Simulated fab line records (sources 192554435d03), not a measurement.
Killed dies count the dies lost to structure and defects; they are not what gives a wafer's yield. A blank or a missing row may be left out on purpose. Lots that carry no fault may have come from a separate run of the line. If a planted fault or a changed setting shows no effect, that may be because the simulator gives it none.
Matching of chambers || flow n5 finfet || 4 sister chambers for N5_BEOL_M13_VIA_ETCH_16 on rie diel-06
The step etches SiOC in C4F8/O2/Ar, target depth 921.7 nm. 4 wafers are shown with their chamber, then 7 later ones without.

EACH WAFER AND ITS CHAMBER
{"wafer": "L089.1", "chamber": 3, "showerhead plenum p Torr (Torr)": 3.61}
{"wafer": "L091.6", "chamber": 2, "showerhead plenum p Torr (Torr)": 3.53}
{"wafer": "L087.1", "chamber": 0, "showerhead plenum p Torr (Torr)": 3.34}
{"wafer": "L087.2", "chamber": 1, "showerhead plenum p Torr (Torr)": 3.31}

WAFERS WITHOUT THEIR CHAMBER
{"wafer": "L087.6", "showerhead plenum p Torr (Torr)": 3.31}
{"wafer": "L093.1", "showerhead plenum p Torr (Torr)": 3.30}
{"wafer": "L093.3", "showerhead plenum p Torr (Torr)": 3.34}
{"wafer": "L093.6", "showerhead plenum p Torr (Torr)": 3.53}
{"wafer": "L096.1", "showerhead plenum p Torr (Torr)": 3.34}
{"wafer": "L096.5", "showerhead plenum p Torr (Torr)": 3.30}
{"wafer": "L096.6", "showerhead plenum p Torr (Torr)": 3.61}

WHICH CHAMBER EACH ONE RAN IN
{"wafer": "L087.6", "from the rows above": 1, "in truth": 1}
{"wafer": "L093.1", "from the rows above": 1, "in truth": 1}
{"wafer": "L093.3", "from the rows above": 0, "in truth": 0}
{"wafer": "L093.6", "from the rows above": 2, "in truth": 2}
{"wafer": "L096.1", "from the rows above": 0, "in truth": 0}
{"wafer": "L096.5", "from the rows above": 1, "in truth": 1}
{"wafer": "L096.6", "from the rows above": 3, "in truth": 3}
Correct placement for 7 of the 7. Number that these rows cannot place: 0. Wrongly placed: 0.
How it was worked out, from the rows above alone: a wafer's distance from a chamber is the root of the sum, over the readings, of the square of ((its reading less the chamber's mean) divided by the reading's scatter). The wafer belongs to the nearest chamber; if the next one is less than 2 further off, it can't be placed. Each chamber's mean is taken over the wafers shown for it. The scatter: with one shown wafer a chamber, the root of the mean of the squares of how far each hidden wafer lies from its nearest shown one.
